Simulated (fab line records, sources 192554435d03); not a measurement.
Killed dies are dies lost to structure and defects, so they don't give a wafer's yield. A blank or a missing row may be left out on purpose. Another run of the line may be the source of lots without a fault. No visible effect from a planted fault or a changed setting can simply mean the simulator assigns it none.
Chamber matching    flow n5_finfet    N5_GATE_CUT_ETCH_19 on rie_diel-04 has 4 sister chambers
The step etches SiNx in CH3F/O2, target depth 53.7 nm, time 76.7 s. 8 wafers are shown with their chamber, then 7 later ones without.

## WAFERS PAIRED WITH THEIR CHAMBERS
wafer   chamber  showerhead_plenum_p_Torr (Torr)  oes_product_au (a.u.)
L707.2  0        1.98                             0.84
L712.4  1        2.03                             0.76
L712.5  0        1.97                             0.81
L715.3  2        1.90                             0.59
L715.4  3        1.93                             0.68
L715.5  1        2.02                             0.77
L716.1  3        1.93                             0.67
L716.2  2        1.90                             0.60

## WAFERS WITH NO CHAMBER GIVEN
wafer   showerhead_plenum_p_Torr (Torr)  oes_product_au (a.u.)
L716.5  2.02                             0.77
L722.3  1.93                             0.67
L722.4  1.90                             0.59
L722.5  1.93                             0.67
L723.1  1.92                             0.67
L723.3  2.02                             0.74
L723.4  1.90                             0.59

## CHAMBER TAKEN BY EACH
wafer   from the rows above  in truth
L716.5  1                    1
L722.3  3                    3
L722.4  2                    2
L722.5  3                    3
L723.1  3                    3
L723.3  1                    1
L723.4  2                    2
Correct placement for 7 of the 7. Number that these rows cannot place: 0. Wrongly placed: 0.
How it was worked out, from the rows above alone: a wafer's distance from a chamber is the root of the sum, over the readings, of the square of ((its reading less the chamber's mean) divided by the reading's scatter). If the next closest chamber is less than 2 further off than the closest, the wafer can't be placed; otherwise it belongs to the closest. A chamber's mean is the mean of its shown wafers. The scatter: the root of (the sum of the squares of (reading less its chamber's mean) over the shown wafers, divided by (wafers less chambers)).
